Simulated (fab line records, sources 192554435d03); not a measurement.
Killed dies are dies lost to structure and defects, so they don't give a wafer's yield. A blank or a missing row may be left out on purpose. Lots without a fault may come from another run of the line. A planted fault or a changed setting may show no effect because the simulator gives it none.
fab line records | flow n5_finfet
record lots=5 wafers=15 last_day=15
route steps=1938 shown BEOL_M5@1180 BEOL_M6@1194
lots that met no fault: from a run of the same line without faults
start_h: hours from the record's first day to the start of the lot's first wafer shown | wait_h: hours since the lot's step before | " the same as in the row above | L1.1+2: a row that stands for several wafers | - no value, or no start given | * or withheld: withheld | < > ~ a bound
route shown NAME@n: a module of which the file shows steps, and the number in the route of the first | usual: mean/standard deviation of fault-free wafers | same: alike in all rows | chamber/n: place in a boat | sites: the reading at each site | _std_site: their standard deviation | _edge_site: outer sites' mean less inner sites' | radius_mm: how far each site lies from the wafer's centre | mask NAME#n: copy n | behind: the tool/chamber that last shaped the wafer | hold: why the lot was held/for how many hours/how that ended | device: the transistor (n, p or np) that didn't switch | end of line: the same wafers' tests at the end of the route | a step without rows: its recipe alone | killed: dies lost to structure and defects at the first sort, not the wafer's yield | map: a wafer's dies, x killed, . not, _ none there
set.NAME: the setting as run; set.NAME@STEP: as run at that earlier step | model.NAME: the simulator's own value behind a step, which no gauge read
lots at some steps of the route; a table a step, a row a wafer
services: from which hour (start_h, from the record's first day; less than 0 if before it) a tool's chamber was out of use, for how many hours, and why
## steps
# step N5_BEOL_M5_ANNEAL_84
# recipe temp_c=400 time_s=1800 ambient=vacuum
# usual heater_power_w=874/130
# columns lot.wafer tool chamber start_h wait_h heater_power_w
L082.2 pvd_sputter-01 - 217.52 0.0 1061
L082.4 " - " " 843
L082.5 " - " " 670
L084.1 pvd_sputter-01 - 230.14 0.0 838
L084.3 " - " " 1095
L084.4 " - " " 632
L088.3 pvd_sputter-03 - 262.58 0.0 764
L088.5 " - " " 776
L088.6 " - " " 876
L089.1 pvd_sputter-03 - 268.12 0.0 1013
L089.4 " - " " 777
L089.6 " - " " 771
L090.1 pvd_sputter-02 - 271.08 0.0 797
L090.5 " - " " 832
L090.6 " - " " 788
# step N5_BEOL_M5_SPUTTER_88
# recipe material=Cu target_thk_a=150 temp_c=-20 chamber_pressure_pa=0.07 power_w=withheld time_s=27.62
# usual chamber_pressure_pa=0.07001/0.00014 throttle_valve_pct=30.5/0.85
# columns lot.wafer tool chamber start_h wait_h chamber_pressure_pa throttle_valve_pct
L082.2 pvd_sputter-01 - 218.52 0.5 0.06975 31.2
L082.4 " - " " 0.07007 30.4
L082.5 " - " " 0.06999 30.0
L084.1 pvd_sputter-01 - 231.14 0.5 0.06976 30.2
L084.3 " - " " 0.06999 31.5
L084.4 " - " " 0.07018 30.2
L088.3 pvd_sputter-03 - 263.58 0.5 0.06979 30.0
L088.5 " - " " 0.06997 29.6
L088.6 " - " " 0.07019 29.8
L089.1 pvd_sputter-03 - 269.13 0.5 0.06995 29.5
L089.4 " - " " 0.07 29.4
L089.6 " - " " 0.06972 29.8
L090.1 pvd_sputter-02 - 272.08 0.5 0.0701 29.1
L090.5 " - " " 0.07013 31.7
L090.6 " - " " 0.07004 29.3
# step N5_BEOL_M5_ANNEAL_89
# recipe temp_c=400 time_s=1800 ambient=vacuum
# usual heater_power_w=875/130
# columns lot.wafer tool chamber start_h wait_h heater_power_w
L082.2 pvd_sputter-01 - 218.60 0.0 1081
L082.4 " - " " 828
L082.5 " - " " 657
L084.1 pvd_sputter-01 - 231.22 0.0 834
L084.3 " - " " 1086
L084.4 " - " " 650
L088.3 pvd_sputter-03 - 263.66 0.0 758
L088.5 " - " " 767
L088.6 " - " " 912
L089.1 pvd_sputter-03 - 269.21 0.0 1015
L089.4 " - " " 771
L089.6 " - " " 771
L090.1 pvd_sputter-02 - 272.16 0.0 803
L090.5 " - " " 820
L090.6 " - " " 807
# step N5_BEOL_M5_SPUTTER_90
# recipe material=Cu target_thk_a=45 temp_c=-20 chamber_pressure_pa=0.07 power_w=withheld time_s=8.29
# usual chamber_pressure_pa=0.07002/0.00015 throttle_valve_pct=30.5/0.86
# columns lot.wafer tool chamber start_h wait_h chamber_pressure_pa throttle_valve_pct
L082.2 pvd_sputter-01 - 219.61 0.5 0.0699 31.2
L082.4 " - " " 0.06978 30.3
L082.5 " - " " 0.07001 30.0
L084.1 pvd_sputter-01 - 232.23 0.5 0.06995 30.5
L084.3 " - " " 0.07007 31.6
L084.4 " - " " 0.07006 30.0
L088.3 pvd_sputter-03 - 264.67 0.5 0.06973 29.7
L088.5 " - " " 0.07 29.7
L088.6 " - " " 0.07017 29.8
L089.1 pvd_sputter-03 - 270.22 0.5 0.06987 29.4
L089.4 " - " " 0.07022 29.8
L089.6 " - " " 0.06995 29.7
L090.1 pvd_sputter-02 - 273.17 0.5 0.06999 29.4
L090.5 " - " " 0.0699 31.6
L090.6 " - " " 0.07 29.2
# step N5_BEOL_M5_ECD_50
# recipe material=Cu target_thk_a=3000
# columns lot.wafer tool chamber start_h wait_h
L082.2+4+5 ecd_cu-01 1 219.73 0.1
L084.1+3+4 ecd_cu-02 1,0,1 232.35 0.1
L088.3+5+6 ecd_cu-02 1,0,1 264.81 0.1
L089.1+4+6 ecd_cu-02 0 270.33 0.1
L090.1+5+6 ecd_cu-01 0,1,0 273.29 0.1
# step N5_BEOL_M5_ANNEAL_51
# recipe temp_c=225 time_s=90 ambient=N2
# usual wafer_temp_C_max=225.84/0.21
# columns lot.wafer tool chamber start_h wait_h wafer_temp_C_max
L082.2 rtp_anneal-02 0 219.88 0.1 225.60
L082.4 " 0 " " 225.77
L082.5 " 0 " " 226.00
L084.1 rtp_anneal-01 0 232.43 0.1 225.66
L084.3 " 0 " " 225.91
L084.4 " 0 " " 225.71
L088.3 rtp_anneal-02 0 264.96 0.1 226.07
L088.5 " 0 " " 225.98
L088.6 " 0 " " 225.62
L089.1 rtp_anneal-01 0 270.58 0.2 225.77
L089.4 " 0 " " 226.05
L089.6 " 0 " " 226.10
L090.1 rtp_anneal-02 0 273.37 0.1 225.74
L090.5 " 0 " " 225.37
L090.6 " 0 " " 225.87
# step N5_BEOL_M5_CMP_52
# recipe stop_on=SiCOH_lowk t_overpolish_s=6.9 down_force_psi=1 platen_rpm=50 clearing_platen_down_force_psi=1.5 clearing_platen_rpm=50 post_cmp_clean=cu_alkaline target_thk_nm=62 clearing_platen_pad_velocity_m_s=0.99484 pad_velocity_m_s=0.99484
# usual barrier_field_endpoint_s=24.8/0.55 motor_current_A=6.2/0.7 overpolish_run_s=6.900/0.0091 time_to_endpoint_s=63.0/2.5
# columns lot.wafer tool chamber start_h wait_h barrier_field_endpoint_s motor_current_A overpolish_run_s time_to_endpoint_s
L082.4 cmp-04 3 220.44 0.4 24.3 6.8 6.902 61.5
L082.2 " 1 " " 24.0 6.4 6.884 61.0
L082.5 " 2 " " 24.4 5.8 6.911 62.3
L084.1 cmp-04 3 232.73 0.3 25.5 6.8 6.907 64.3
L084.4 " 0 " " 25.8 5.3 6.890 65.9
L084.3 " 1 " " 25.3 6.5 6.892 63.7
L088.3 cmp-02 0 265.30 0.3 24.8 5.9 6.900 61.6
L088.6 " 1 " " 24.6 6.6 6.919 61.5
L088.5 " 2 " " 25.5 6.1 6.899 60.3
L089.4 cmp-02 2 271.01 0.3 24.7 5.8 6.899 57.7
L089.1 " 0 " " 24.6 6.1 6.908 63.3
L089.6 " 3 " " 24.7 6.5 6.906 59.8
L090.1 cmp-04 1 273.80 0.4 24.9 6.6 6.904 62.5
L090.5 " 2 " " 23.5 5.7 6.911 58.9
L090.6 " 3 " " 24.7 7.4 6.883 60.0
# step N5_BEOL_M5_THK_MEAS_53
# recipe thk_meas_gauge=xrf reads=Cu_of_BEOL_M5_ECD_50
# usual M5_THK=62.5/1.7
# columns lot.wafer tool chamber start_h wait_h M5_THK[nm]
L082.2 film_metro-01 - 220.69 - 63.0
L082.4 " - " " 61.6
L082.5 " - " " 61.7
L084.1 film_metro-01 - 233.02 - 64.0
L084.3 " - " " 61.9
L084.4 " - " " 64.6
L088.3 film_metro-02 - 265.48 - 60.3
L088.5 " - " " 61.8
L088.6 " - " " 59.2
L089.1 film_metro-02 - 271.30 - 62.0
L089.4 " - " " 62.8
L089.6 " - " " 64.0
L090.1 film_metro-02 - 273.98 - 61.2
L090.5 " - " " 63.9
L090.6 " - " " 62.2
# step N5_BEOL_M5_PRE_CLEAN_77
# recipe gas=NH3/H2 time_s=15 temp_c=* rf_power_w=300
# usual heater_power_w=80/11
# columns lot.wafer tool chamber start_h wait_h heater_power_w
L082.2 cvd_co-01 0 220.83 0.1 94
L082.4 " 2 " " 76
L082.5 " 0 " " 91
L084.1 cvd_co-02 1 233.07 0.0 69
L084.3 " 2 " " 60
L084.4 " 0 " " 88
L088.3 cvd_co-01 1 265.52 0.0 89
L088.5 " 1 " " 91
L088.6 " 2 " " 76
L089.1 cvd_co-01 0 271.34 0.0 92
L089.4 " 1 " " 88
L089.6 " 2 " " 77
L090.1 cvd_co-01 1 274.02 0.0 87
L090.5 " 2 " " 77
L090.6 " 0 " " 92
# step N5_BEOL_M5_CO_CAP_78
# recipe material=Co target_thk_a=20 temp_c=200 precursor=CCTBA/H2 pressure_torr=30 time_s=102.1
# usual heater_power_w=230/15
# columns lot.wafer tool chamber start_h wait_h heater_power_w
L082.2 cvd_co-01 0 220.87 0.0 248
L082.4 " 2 " " 219
L082.5 " 0 " " 238
L084.1 cvd_co-02 1 233.11 0.0 211
L084.3 " 2 " " 205
L084.4 " 0 " " 238
L088.3 cvd_co-01 1 265.56 0.0 239
L088.5 " 1 " " 243
L088.6 " 2 " " 224
L089.1 cvd_co-01 0 271.38 0.0 247
L089.4 " 1 " " 241
L089.6 " 2 " " 230
L090.1 cvd_co-01 1 274.06 0.0 232
L090.5 " 2 " " 228
L090.6 " 0 " " 239
# step N5_BEOL_M5_PRE_CLEAN_55
# recipe gas=NH3 time_s=15 temp_c=withheld rf_power_w=300
# columns lot.wafer tool chamber start_h wait_h
L082.2+4+5 pecvd-04 0 220.96 0.1
L084.1+3+4 pecvd-03 0,2,2 233.20 0.1
L088.3+5+6 pecvd-03 2,1,0 265.65 0.1
L089.1+4+6 pecvd-02 2,0,2 271.47 0.1
L090.1+5+6 pecvd-03 1,0,1 274.15 0.1
# step N5_BEOL_M5_DEP_56
# recipe material=SiCN target_thk_a=80 temp_c=withheld precursor=3MS/NH3 pressure_torr=3 rf_w=202 time_s=14
# usual showerhead_plenum_p_Torr=3.665/0.012 throttle_valve_pct=9.0/0.39
# columns lot.wafer tool chamber start_h wait_h showerhead_plenum_p_Torr throttle_valve_pct
L082.2 pecvd-04 0 220.99 0.0 3.660 9.1
L082.4 " 0 " " 3.661 9.1
L082.5 " 0 " " 3.653 8.9
L084.1 pecvd-03 0 233.23 0.0 3.660 9.0
L084.3 " 2 " " 3.672 9.0
L084.4 " 2 " " 3.672 9.1
L088.3 pecvd-03 2 265.67 0.0 3.673 9.0
L088.5 " 1 " " 3.686 9.1
L088.6 " 0 " " 3.663 9.4
L089.1 pecvd-02 2 271.50 0.0 3.652 8.2
L089.4 " 0 " " 3.657 9.4
L089.6 " 2 " " 3.654 8.4
L090.1 pecvd-03 1 274.17 0.0 3.682 9.1
L090.5 " 0 " " 3.650 9.3
L090.6 " 1 " " 3.667 8.8
# step N5_BEOL_M5_RS_MEAS_57
# recipe thk_meas_gauge=four-point-probe reads=Co_of_BEOL_M5_CO_CAP_78+Cu_of_BEOL_M5_ECD_50+Co_of_BEOL_M5_CVD_47+TaN_of_BEOL_M5_ALD_86
# usual M5_RS=0.389/0.012
# columns lot.wafer tool chamber start_h wait_h M5_RS[ohm/sq]
L082.2 film_metro-02 - 221.08 0.1 0.383
L082.4 " - " " 0.394
L082.5 " - " " 0.393
L084.1 film_metro-02 - 233.30 0.0 0.378
L084.3 " - " " 0.393
L084.4 " - " " 0.373
L088.3 film_metro-01 - 265.74 0.1 0.402
L088.5 " - " " 0.393
L088.6 " - " " 0.414
L089.1 film_metro-02 - 271.56 0.0 0.390
L089.4 " - " " 0.382
L089.6 " - " " 0.376
L090.1 film_metro-02 - 274.24 0.0 0.397
L090.5 " - " " 0.379
L090.6 " - " " 0.390
# step N5_BEOL_M5_INSPECT_58
# recipe inspect_instrument=darkfield mode=post_dep
# usual raw_defect_count=73/22
# columns lot.wafer tool chamber start_h wait_h raw_defect_count
L082.2 defect_inspect-01 - 221.10 0.0 59
L082.4 " - " " 103
L082.5 " - " " 33
L084.1 defect_inspect-02 - 233.32 0.0 145
L084.3 " - " " 111
L084.4 " - " " 99
L088.3 defect_inspect-02 - 265.77 0.0 83
L088.5 " - " " 81
L088.6 " - " " 103
L089.1 defect_inspect-02 - 271.59 0.0 83
L089.4 " - " " 67
L089.6 " - " " 40
L090.1 defect_inspect-01 - 274.27 0.0 94
L090.5 " - " " 114
L090.6 " - " " 55
# step N5_BEOL_M6_ILD_DEP_00
# recipe material=SiCOH_lowk target_thk_a=1797.5 temp_c=300 precursor=DEMS/porogen pressure_torr=5 rf_w=500 time_s=33.4
# usual heater_power_w=304/47 showerhead_plenum_p_Torr=5.742/0.016 throttle_valve_pct=14.2/1.1
# columns lot.wafer tool chamber start_h wait_h heater_power_w showerhead_plenum_p_Torr throttle_valve_pct
L082.2 pecvd-02 2 221.14 0.0 233 5.726 12.5
L082.4 " 2 " " 242 5.740 12.7
L082.5 " 0 " " 377 5.730 14.5
L084.1 pecvd-01 1 233.36 0.0 316 5.761 16.4
L084.3 " 0 " " 306 5.740 14.7
L084.4 " 0 " " 307 5.737 15.0
L088.3 pecvd-01 1 265.80 0.0 363 5.751 16.3
L088.5 " 2 " " 341 5.733 13.8
L088.6 " 0 " " 273 5.722 14.9
L089.1 pecvd-01 1 271.63 0.0 329 5.759 16.2
L089.4 " 2 " " 312 5.735 13.5
L089.6 " 1 " " 351 5.741 16.3
L090.1 pecvd-01 1 274.30 0.0 335 5.744 15.9
L090.5 " 2 " " 341 5.744 13.9
L090.6 " 1 " " 350 5.750 16.3
# step N5_BEOL_M6_CURE_74
# recipe temp_c=385 time_s=240 ambient=He/Ar material=SiCOH_lowk
# usual lamp_power_pct=52.31/0.049 wafer_temp_C_max=386.8/0.84
# columns lot.wafer tool chamber start_h wait_h lamp_power_pct wafer_temp_C_max
L082.2 uv_cure-03 0 221.29 0.1 52.24 387.7
L082.4 " 0 " " 52.24 386.9
L082.5 " 0 " " 52.33 387.6
L084.1 uv_cure-03 1 233.42 0.0 52.25 386.0
L084.3 " 1 " " 52.28 385.8
L084.4 " 1 " " 52.29 385.6
L088.3 uv_cure-02 1 266.03 0.2 52.27 386.5
L088.5 " 1 " " 52.36 386.1
L088.6 " 1 " " 52.28 386.2
L089.1 uv_cure-03 1 271.73 0.1 52.29 386.3
L089.4 " 1 " " 52.40 386.1
L089.6 " 1 " " 52.31 386.0
L090.1 uv_cure-01 0 274.39 0.1 52.33 387.2
L090.5 " 0 " " 52.41 387.2
L090.6 " 0 " " 52.37 387.0
# step N5_BEOL_M6_THK_MEAS_01
# recipe reads=SiCOH_lowk_of_BEOL_M6_ILD_DEP_00
# usual M6_ILD_THK=155.1/2.1
# columns lot.wafer tool chamber start_h wait_h M6_ILD_THK[nm]
L082.2 film_metro-02 - 221.72 0.4 152.6
L082.4 " - " " 156.0
L082.5 " - " " 151.9
L084.1 film_metro-02 - 233.93 0.4 154.6
L084.3 " - " " 151.3
L084.4 " - " " 155.5
L088.3 film_metro-01 - 266.38 0.3 154.5
L088.5 " - " " 157.0
L088.6 " - " " 157.7
L089.1 film_metro-02 - 272.24 0.4 153.4
L089.4 " - " " 154.2
L089.6 " - " " 155.2
L090.1 film_metro-02 - 274.90 0.4 152.2
L090.5 " - " " 158.2
L090.6 " - " " 155.2
# step N5_BEOL_M6_PECVD_70
# recipe material=SiO2 target_thk_a=200 temp_c=400 precursor=TEOS/O2 pressure_torr=5.5 rf_w=450 teos_flow_sccm=53.8 gas=O2 flow_sccm=3000 time_s=22.7
# usual heater_power_w=704/91 showerhead_plenum_p_Torr=8.79/0.054 throttle_valve_pct=22.9/1.7
# columns lot.wafer tool chamber start_h wait_h heater_power_w showerhead_plenum_p_Torr throttle_valve_pct
L082.2 pecvd-01 1 221.76 0.0 697 8.84 26.4
L082.4 " 2 " " 743 8.80 21.8
L082.5 " 0 " " 696 8.73 24.0
L084.1 pecvd-03 1 233.97 0.0 788 8.84 22.1
L084.3 " 2 " " 688 8.81 21.7
L084.4 " 0 " " 704 8.75 22.9
L088.3 pecvd-02 1 266.42 0.0 624 8.89 22.0
L088.5 " 2 " " 643 8.73 20.3
L088.6 " 1 " " 621 8.91 22.1
L089.1 pecvd-03 2 272.28 0.0 691 8.82 22.0
L089.4 " 1 " " 625 8.82 22.4
L089.6 " 0 " " 635 8.75 22.8
L090.1 pecvd-03 2 274.94 0.0 692 8.83 21.8
L090.5 " 2 " " 699 8.83 21.9
L090.6 " 1 " " 744 8.85 21.8
# step N5_BEOL_M6_HM_DEP_02
# recipe material=TiN target_thk_a=200 temp_c=25 chamber_pressure_pa=0.49996
# usual chamber_pressure_pa=0.4999/0.001 throttle_valve_pct=30.4/0.85
# columns lot.wafer tool chamber start_h wait_h chamber_pressure_pa throttle_valve_pct
L082.2 pvd_sputter-03 - 223.36 1.6 0.4992 31.2
L082.4 " - " " 0.4970 29.5
L082.5 " - " " 0.4997 31.5
L084.1 pvd_sputter-03 - 234.49 0.5 0.4991 29.7
L084.3 " - " " 0.5015 29.7
L084.4 " - " " 0.5001 29.7
L088.3 pvd_sputter-01 - 266.69 0.3 0.5003 30.4
L088.5 " - " " 0.5007 30.3
L088.6 " - " " 0.5003 31.8
L089.1 pvd_sputter-03 - 273.30 1.0 0.4982 31.4
L089.4 " - " " 0.5002 29.6
L089.6 " - " " 0.5012 29.7
L090.1 pvd_sputter-03 - 277.32 2.4 0.5002 29.7
L090.5 " - " " 0.5001 29.6
L090.6 " - " " 0.5007 29.8
# step N5_BEOL_M6_COAT_59
# recipe resist=SOC temp_c=250 time_s=60 spin_rpm=1500 resist_thk_nm=100
# columns lot.wafer tool chamber start_h wait_h
L082.2+4+5 litho_track-04 0 223.48 0.1
L084.1+3+4 litho_track-01 0 234.62 0.1
L088.3+5+6 litho_track-01 0 266.82 0.1
L089.1+4+6 litho_track-04 0 273.42 0.1
L090.1+5+6 litho_track-04 0 277.44 0.1
# step N5_BEOL_M6_COAT_60
# recipe resist=SiARC temp_c=220 time_s=60 spin_rpm=1500 resist_thk_nm=35
# columns lot.wafer tool chamber start_h wait_h
L082.2+4+5 litho_track-04 0 - -
L084.1+3+4 litho_track-01 0 - -
L088.3+5+6 litho_track-01 0 - -
L089.1+4+6 litho_track-04 0 - -
L090.1+5+6 litho_track-04 0 - -
# step N5_BEOL_M6_COAT_05
# recipe resist=CAR-ArF spin_rpm=1500 resist_thk_nm=90
# columns lot.wafer tool chamber start_h wait_h
L082.2+4+5 litho_track-04 0 - -
L084.1+3+4 litho_track-01 0 - -
L088.3+5+6 litho_track-01 0 - -
L089.1+4+6 litho_track-04 0 - -
L090.1+5+6 litho_track-04 0 - -
# step N5_BEOL_M6_EBR_07
# recipe solvent=PGMEA ebr_width_mm=1.5
# columns lot.wafer tool chamber start_h wait_h
L082.2+4+5 litho_track-04 0 - -
L084.1+3+4 litho_track-01 0 - -
L088.3+5+6 litho_track-01 0 - -
L089.1+4+6 litho_track-04 0 - -
L090.1+5+6 litho_track-04 0 - -
# step N5_BEOL_M6_SOFTBAKE_06
# recipe temp_c=110 time_s=60 resist=CAR-ArF
# columns lot.wafer tool chamber start_h wait_h
L082.2+4+5 litho_track-04 0 - -
L084.1+3+4 litho_track-01 0 - -
L088.3+5+6 litho_track-01 0 - -
L089.1+4+6 litho_track-04 0 - -
L090.1+5+6 litho_track-04 0 - -
# step N5_BEOL_M6_EXPOSE_08
# recipe mask_id=M6 na=1.35 source_shape=dipole sigma_inner=0.817 sigma_outer=0.97 polarization=te dose_mj=68.25
# columns lot.wafer tool chamber start_h wait_h mask
L082.2+4+5 arfi_scanner-03 0 223.73 - M6#0
L084.1+3+4 arfi_scanner-02 0 234.86 - M6#0
L088.3+5+6 arfi_scanner-03 0 267.08 - M6#0
L089.1+4+6 arfi_scanner-02 0 273.67 - M6#0
L090.1+5+6 arfi_scanner-01 0 277.69 - M6#0
# step N5_BEOL_M6_PEB_09
# recipe peb_temp_c=withheld peb_time_s=60 resist=CAR-ArF
# columns lot.wafer tool chamber start_h wait_h
L082.2+4+5 litho_track-01 0 223.79 0.0
L084.1+3+4 litho_track-05 0 234.92 0.1
L088.3+5+6 litho_track-01 0 267.13 0.0
L089.1+4+6 litho_track-01 0 273.73 0.1
L090.1+5+6 litho_track-04 0 277.75 0.1
# step N5_BEOL_M6_DEVELOP_10
# recipe develop_time_s=30 developer=TMAH resist=CAR-ArF rinse_liquid=diw dry=air_spin dev_temp_c=23
# columns lot.wafer tool chamber start_h wait_h
L082.2+4+5 litho_track-01 0 - -
L084.1+3+4 litho_track-05 0 - -
L088.3+5+6 litho_track-01 0 - -
L089.1+4+6 litho_track-01 0 - -
L090.1+5+6 litho_track-04 0 - -
# step N5_BEOL_M6_CD_MEAS_11
# recipe target_cd_nm=38.5 landing_energy_ev=500 detector=se_inlens polarity=opening
# usual cd_nm=38.2/0.62
# same landing_energy_ev=500
# columns lot.wafer tool chamber start_h wait_h cd_nm
L082.2 cd_sem-02 0 223.86 - 37.8
L082.4 " 0 " " 36.8
L082.5 " 0 " " 37.7
L084.1 cd_sem-02 0 234.99 - 38.0
L084.3 " 0 " " 38.5
L084.4 " 0 " " 38.3
L088.3 cd_sem-03 0 267.20 - 38.1
L088.5 " 0 " " 37.7
L088.6 " 0 " " 38.0
L089.1 cd_sem-02 0 273.80 - 38.3
L089.4 " 0 " " 38.6
L089.6 " 0 " " 37.8
L090.1 cd_sem-03 0 277.82 - 37.9
L090.5 " 0 " " 38.5
L090.6 " 0 " " 37.4
# step N5_BEOL_M6_OVL_MEAS_12
# recipe points_per_wafer=44
# usual M6_OVL=-0.2/0.74
# columns lot.wafer tool chamber start_h wait_h M6_OVL[nm]
L082.2 overlay-02 0 223.89 0.0 -1.8
L082.4 " 0 " " -1.5
L082.5 " 0 " " -0.8
L084.1 overlay-01 0 235.02 0.0 -1.4
L084.3 " 0 " " 0.2
L084.4 " 0 " " -0.5
L088.3 overlay-02 0 267.22 0.0 -0.5
L088.5 " 0 " " -0.2
L088.6 " 0 " " -0.4
L089.1 overlay-02 0 273.83 0.0 -0.9
L089.4 " 0 " " 0.4
L089.6 " 0 " " 0.4
L090.1 overlay-02 0 277.85 0.0 -0.1
L090.5 " 0 " " 0.3
L090.6 " 0 " " -0.6
# step N5_BEOL_M6_INSPECT_13
# recipe mode=adi inspect_instrument=brightfield
# usual raw_defect_count=422/110
# columns lot.wafer tool chamber start_h wait_h raw_defect_count
L082.2 defect_inspect-01 - 223.91 0.0 348
L082.4 " - " " 282
L082.5 " - " " 399
L084.1 defect_inspect-01 - 235.04 0.0 500
L084.3 " - " " 495
L084.4 " - " " 446
L088.3 defect_inspect-02 - 267.25 0.0 535
L088.5 " - " " 664
L088.6 " - " " 580
L089.1 defect_inspect-01 - 273.85 0.0 436
L089.4 " - " " 392
L089.6 " - " " 427
L090.1 defect_inspect-02 - 277.87 0.0 440
L090.5 " - " " 577
L090.6 " - " " 371
# step N5_BEOL_M6_DESCUM_16
# recipe chemistry=O2 time_s=7.9 source_power_w=50 bias_power_w=20 pressure_mtorr=20 rf_frequency_hz=2.712e+07 temp_c=40 resist=CAR-ArF o2_flow_sccm=225
# usual drypump_motor_current_A=5.4/0.49 oes_product_au=0.77/0.064 rf_vpp_V=242.9/1.4 showerhead_plenum_p_Torr=2.08/0.071 throttle_valve_pct=20.49/0.22
# columns lot.wafer tool chamber start_h wait_h drypump_motor_current_A oes_product_au rf_hours_counter_h rf_vpp_V showerhead_plenum_p_Torr throttle_valve_pct
L082.2 rie_diel-01 1 223.98 0.1 5.7 0.91 23 242.6 2.05 20.28
L082.4 " 0 " " 5.6 0.71 227 241.5 2.06 20.67
L082.5 " 0 " " 5.6 0.70 - 241.5 2.07 20.69
L084.1 rie_diel-06 0 235.08 0.0 5.0 0.71 205 243.0 2.15 20.65
L084.3 " 3 " " 4.9 0.79 98 243.0 2.03 20.21
L084.4 " 1 " " 5.4 0.77 122 243.3 2.12 20.57
L088.3 rie_diel-03 0 267.28 0.0 6.3 0.68 249 242.1 2.16 20.75
L088.5 " 0 " " 6.3 0.68 - 245.6 2.16 20.75
L088.6 " 1 " " 4.8 0.77 - 242.3 2.02 20.15
L089.1 rie_diel-06 1 273.88 0.0 5.4 0.76 134 243.2 2.12 20.60
L089.4 " 0 " " 5.1 0.70 221 244.1 2.14 20.66
L089.6 " 1 " " 5.4 0.76 - 245.0 2.12 20.60
L090.1 rie_diel-06 1 277.97 0.1 5.4 0.77 135 242.2 2.12 20.62
L090.5 " 0 " " 5.0 0.71 - 244.6 2.14 20.68
L090.6 " 1 " " 5.4 0.77 - 243.1 2.12 20.61
# step N5_BEOL_M6_ETCH_61
# recipe chemistry=CF4 target=SiARC target_depth_a=455 mask_material=CAR-ArF time_s=75.8 ion_energy_ev=80 pressure_mtorr=40 source_w=545 bias_w=36 Ar_flow_sccm=100 cf4_flow_sccm=100 ends=cleared
# usual drypump_motor_current_A=5.4/0.49 etch_rf_on_time_s=76.0/1.6 oes_product_au=0.66/0.053 rf_vpp_V=184.0/1.2 showerhead_plenum_p_Torr=2.13/0.07 throttle_valve_pct=15.62/0.26
# columns lot.wafer tool chamber start_h wait_h drypump_motor_current_A etch_rf_on_time_s oes_product_au rf_hours_counter_h rf_vpp_V showerhead_plenum_p_Torr throttle_valve_pct
L082.2 rie_diel-01 1 224.02 0.0 5.8 74.7 0.78 23 183.8 2.10 15.38
L082.4 " 0 " " 5.6 76.3 0.61 227 184.5 2.11 15.88
L082.5 " 0 " " 5.6 75.9 0.60 - 184.1 2.11 15.90
L084.1 rie_diel-06 0 235.11 0.0 5.0 75.6 0.61 205 183.7 2.20 15.88
L084.3 " 3 " " 4.9 77.2 0.68 98 183.9 2.07 15.24
L084.4 " 1 " " 5.3 76.2 0.65 122 183.8 2.16 15.66
L088.3 rie_diel-03 0 267.32 0.0 6.2 73.2 0.59 249 184.9 2.20 15.92
L088.5 " 0 " " 6.2 72.5 0.60 - 184.0 2.20 15.92
L088.6 " 1 " " 4.8 76.8 0.66 - 183.5 2.07 15.31
L089.1 rie_diel-06 1 273.92 0.0 5.4 77.5 0.64 134 185.2 2.16 15.70
L089.4 " 0 " " 5.0 75.7 0.60 221 184.0 2.20 15.91
L089.6 " 1 " " 5.3 77.2 0.65 - 184.7 2.16 15.68
L090.1 rie_diel-06 1 278.01 0.0 5.3 77.3 0.64 135 183.9 2.16 15.71
L090.5 " 0 " " 5.0 77.1 0.59 - 183.9 2.20 15.92
L090.6 " 1 " " 5.3 77.8 0.65 - 183.8 2.16 15.69
# step N5_BEOL_M6_ETCH_62
# recipe chemistry=N2/H2 target=SOC target_depth_a=1100 overetch_a=220 mask_material=SiARC temp_c=40 time_s=165 ion_energy_ev=200 pressure_mtorr=30 source_w=840 bias_w=150 n2_flow_sccm=200 h2_flow_sccm=200
# usual drypump_motor_current_A=5.4/0.49 oes_product_au=0.66/0.051 rf_vpp_V=523.3/2.5 showerhead_plenum_p_Torr=2.52/0.085 throttle_valve_pct=17.86/0.25
# columns lot.wafer tool chamber start_h wait_h drypump_motor_current_A oes_product_au rf_hours_counter_h rf_vpp_V showerhead_plenum_p_Torr throttle_valve_pct
L082.2 rie_diel-01 1 224.07 0.0 5.8 0.77 23 522.6 2.49 17.70
L082.4 " 0 " " 5.6 0.61 228 523.4 2.50 18.00
L082.5 " 0 " " 5.7 0.60 - 522.4 2.50 17.99
L084.1 rie_diel-06 0 235.17 0.0 5.0 0.61 205 524.7 2.63 18.22
L084.3 " 3 " " 4.9 0.68 98 521.0 2.47 17.75
L084.4 " 1 " " 5.4 0.66 122 523.4 2.54 17.74
L088.3 rie_diel-03 0 267.37 0.0 6.3 0.57 249 525.1 2.61 18.15
L088.5 " 0 " " 6.3 0.58 - 525.6 2.61 18.15
L088.6 " 1 " " 4.8 0.66 - 522.4 2.44 17.44
L089.1 rie_diel-06 1 273.97 0.0 5.3 0.65 134 526.2 2.54 17.77
L089.4 " 0 " " 5.0 0.60 221 525.7 2.62 18.25
L089.6 " 1 " " 5.3 0.65 - 525.1 2.54 17.77
L090.1 rie_diel-06 1 278.06 0.0 5.4 0.65 135 523.5 2.54 17.76
L090.5 " 0 " " 5.1 0.60 - 525.0 2.62 18.25
L090.6 " 1 " " 5.4 0.65 - 524.2 2.54 17.77
# step N5_BEOL_M6_STRIP_68
# recipe chemistry=N2/H2 temp_c=40 n2_flow_sccm=200 h2_flow_sccm=200 rf_frequency_hz=6e+07
# columns lot.wafer tool chamber start_h wait_h
L082.2+4+5 rie_diel-01 1,0,0 224.21 0.1
L084.1+3+4 rie_diel-06 0,3,1 235.30 0.1
L088.3+5+6 rie_diel-03 0,0,1 267.51 0.1
L089.1+4+6 rie_diel-06 1,0,1 274.11 0.1
L090.1+5+6 rie_diel-06 1,0,1 278.20 0.1
## services
# columns tool chamber start_h hours kind
uv_cure-01 - 201.85 7.1 repair
arfi_scanner-01 - 212.98 1.0 pm
rie_diel-03 1 213.27 14.2 repair
arfi_scanner-01 - 213.98 0.8 pm
rie_diel-03 0 218.88 6.2 repair
cvd_co-02 - 219.85 1.3 repair
uv_cure-02 - 221.70 1.0 pm
pecvd-01 1 224.34 2.1 scheduled_down
pecvd-03 2 237.15 4.5 repair
arfi_scanner-03 - 237.28 3.0 repair
cmp-04 - 239.30 0.7 repair
cvd_co-01 1 239.62 15.0 repair
ecd_cu-01 - 242.96 2.5 repair
uv_cure-02 - 248.79 5.7 repair
rie_diel-06 1 254.91 6.7 repair
arfi_scanner-03 - 255.99 2.5 repair
rie_diel-06 3 258.08 2.7 repair
uv_cure-02 - 259.17 1.2 repair
cmp-04 - 262.37 5.8 repair
uv_cure-03 - 266.49 0.5 repair
arfi_scanner-02 - 267.62 1.3 pm
pecvd-01 0 271.13 58.4 repair
pecvd-02 0 272.02 2.1 scheduled_down
pvd_sputter-03 - 278.15 5.5 repair
## key
fault none
